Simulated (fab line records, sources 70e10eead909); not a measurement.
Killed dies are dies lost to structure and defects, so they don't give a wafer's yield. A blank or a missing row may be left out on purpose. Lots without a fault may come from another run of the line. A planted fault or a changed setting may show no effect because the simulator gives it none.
Chamber matching | flow nand_harc | NHARC_A_STAIRCASE_DESCUM_11 on rie_diel-07: 4 sister chambers
The step chemistry O2, time 3 s. 8 wafers are shown with their chamber, then 8 later ones without.

WAFERS WITH THEIR CHAMBER
wafer  | chamber | drypump_motor_current_A (A) | showerhead_plenum_p_Torr (Torr)
L079.3 | 1       | 5.7                         | 1.92
L083.5 | 3       | 5.4                         | 1.94
L086.4 | 0       | 6.3                         | 1.85
L086.5 | 2       | 6.7                         | 1.94
L091.2 | 2       | 6.6                         | 1.94
L091.5 | 1       | 5.7                         | 1.91
L091.6 | 0       | 6.3                         | 1.85
L092.3 | 3       | 5.3                         | 1.93

WAFERS WITHOUT THEIR CHAMBER
wafer  | drypump_motor_current_A (A) | showerhead_plenum_p_Torr (Torr)
L092.5 | 5.7                         | 1.91
L092.6 | 6.7                         | 1.93
L094.1 | 6.2                         | 1.84
L094.2 | 6.7                         | 1.93
L094.3 | 5.4                         | 1.93
L093.1 | 6.7                         | 1.93
L093.2 | 6.3                         | 1.85
L093.3 | 5.7                         | 1.90

WHICH CHAMBER EACH WENT THROUGH
wafer  | from the rows above | in truth
L092.5 | 1                   | 1
L092.6 | 2                   | 2
L094.1 | 0                   | 0
L094.2 | 2                   | 2
L094.3 | 3                   | 3
L093.1 | 2                   | 2
L093.2 | 0                   | 0
L093.3 | 1                   | 1
Placed correctly: 8 of 8. Can't be placed from these rows: 0. Placed wrongly: 0.
How it was worked out, from the rows above alone: a wafer's distance from a chamber is the root of the sum, over the readings, of the square of ((its reading less the chamber's mean) divided by the reading's scatter). The wafer belongs to the nearest chamber; if the next one is less than 2 further off, it can't be placed. A chamber's mean is the mean of its shown wafers. The scatter: the root of (the sum of the squares of (reading less its chamber's mean) over the shown wafers, divided by (wafers less chambers)).
